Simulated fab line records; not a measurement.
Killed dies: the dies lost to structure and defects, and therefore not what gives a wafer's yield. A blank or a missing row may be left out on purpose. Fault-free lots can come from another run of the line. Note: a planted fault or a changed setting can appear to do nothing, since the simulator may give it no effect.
Matching of chambers    flow nand-harc    NHARC_P_GATE_ETCH_32 on rie-si-02 has 4 sister chambers
The step etches the open film in HBr/Cl2, target depth 150 nm, time 100.1 s. 8 wafers are shown with their chamber, then 11 later ones without.

== WAFERS WITH THEIR CHAMBER ==
wafer   chamber  oes-product-au (a.u.)  throttle-valve-pct (%)
L075.5  2        1.006                  26.403
L079.6  2        1.006                  26.405
L080.3  1        0.997                  26.394
L083.3  1        0.989                  26.407
L084.1  3        0.993                  26.428
L084.2  0        0.998                  26.402
L084.6  0        1.003                  26.409
L086.1  3        0.987                  26.404

== WAFERS WITHOUT THEIR CHAMBER ==
wafer   oes-product-au (a.u.)  throttle-valve-pct (%)
L086.2  1.005                  26.412
L086.5  1.004                  26.391
L088.2  1.006                  26.406
L088.3  1.004                  26.403
L088.5  1.001                  26.411
L093.1  0.999                  26.413
L093.4  0.997                  26.396
L093.6  0.980                  26.415
L097.1  0.987                  26.408
L097.2  0.991                  26.396
L097.5  0.995                  26.412

== WHICH CHAMBER EACH WENT THROUGH ==
wafer   from the rows above                in truth
L086.2  can't be placed: 2 or 0            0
L086.5  can't be placed: 2 or 0 or 1       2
L088.2  can't be placed: 2 or 0            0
L088.3  can't be placed: 2 or 0            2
L088.5  can't be placed: 0 or 2 or 1       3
L093.1  can't be placed: 0 or 1 or 2 or 3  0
L093.4  can't be placed: 1 or 0 or 2 or 3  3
L093.6  can't be placed: 3 or 1            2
L097.1  can't be placed: 3 or 1            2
L097.2  can't be placed: 1 or 3 or 0       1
L097.5  can't be placed: 1 or 3 or 0 or 2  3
0 of 11 placed correctly. From these rows, 11 cannot be placed; in 8 the true chamber is one of the candidates. 0 placed wrongly.
How it was worked out, from the rows above alone: a wafer's distance from a chamber is the root of the sum, over the readings, of the square of ((its reading less the chamber's mean) divided by the reading's scatter). If the next closest chamber is less than 2 further off than the closest, the wafer can't be placed; otherwise it belongs to the closest. Each chamber's mean is taken over the wafers shown for it. The scatter: take each reading less its chamber's mean, square it, sum over the shown wafers, divide by the number of wafers less the number of chambers, and take the root.
